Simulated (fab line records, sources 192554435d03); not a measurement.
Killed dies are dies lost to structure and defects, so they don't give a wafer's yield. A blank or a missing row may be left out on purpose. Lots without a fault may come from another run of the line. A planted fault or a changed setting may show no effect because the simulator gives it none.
Chamber matching | flow n5_finfet | N5_MOL_CONTACT_COAG_ALD_123 on ald_sin-04: 4 sister chambers
The step deposits SiNx, target thk 5 nm, pulse time 1 s, purge time 2 s. 16 wafers are shown with their chamber, then 8 later ones without.

WAFERS WITH THEIR CHAMBER
wafer  | chamber | heater_power_w (W) | precursor_pulse_height_rel
L077.3 | 2       | 747                | 0.987
L077.5 | 0       | 861                | 0.966
L077.6 | 1       | 821                | 0.989
L078.2 | 2       | 740                | 0.985
L078.4 | 0       | 874                | 0.997
L078.6 | 0       | 868                | 1.005
L081.1 | 0       | 859                | 0.959
L081.3 | 1       | 819                | 1.014
L081.6 | 0       | 872                | 1.008
L086.1 | 2       | 740                | 1.021
L086.4 | 0       | 867                | 0.986
L086.6 | 0       | 870                | 1.044
L087.1 | 2       | 728                | 0.973
L087.4 | 0       | 858                | 1.005
L087.5 | 3       | 925                | 1.010
L090.1 | 0       | 846                | 0.994

SIGNATURES (means of the wafers above)
reading                    | chamber 0 | chamber 1 | chamber 2 | chamber 3 | scatter within a chamber
heater_power_w             | 863.89    | 820.00    | 738.75    | 925.00    | 8.2
precursor_pulse_height_rel | 0.99600   | 1.00150   | 0.99150   | 1.01000   | 0.0234
Rule: a wafer's distance from a chamber is the root of the sum, over the readings, of the square of ((its reading less the chamber's mean) divided by the reading's scatter). The wafer belongs to the nearest chamber; if the next one is less than 2 further off, it can't be placed. The scatter: the root of (the sum of the squares of (reading less its chamber's mean) over the shown wafers, divided by (wafers less chambers)).

WAFERS WITHOUT THEIR CHAMBER
wafer  | heater_power_w (W) | precursor_pulse_height_rel
L090.2 | 896                | 1.009
L090.6 | 927                | 1.017
L091.1 | 921                | 1.024
L091.3 | 738                | 1.012
L091.5 | 856                | 1.023
L093.1 | 861                | 1.004
L093.4 | 865                | 1.011
L093.5 | 743                | 0.960

WHICH CHAMBER EACH WENT THROUGH
wafer  | from the rows above     | in truth
L090.2 | can't be placed: 3 or 0 | 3
L090.6 | 3                       | 3
L091.1 | 3                       | 3
L091.3 | 2                       | 2
L091.5 | 0                       | 0
L093.1 | 0                       | 0
L093.4 | 0                       | 0
L093.5 | 2                       | 2
Placed correctly: 7 of 8. Can't be placed from these rows: 1 (the true chamber is among the candidates in 1). Placed wrongly: 0.
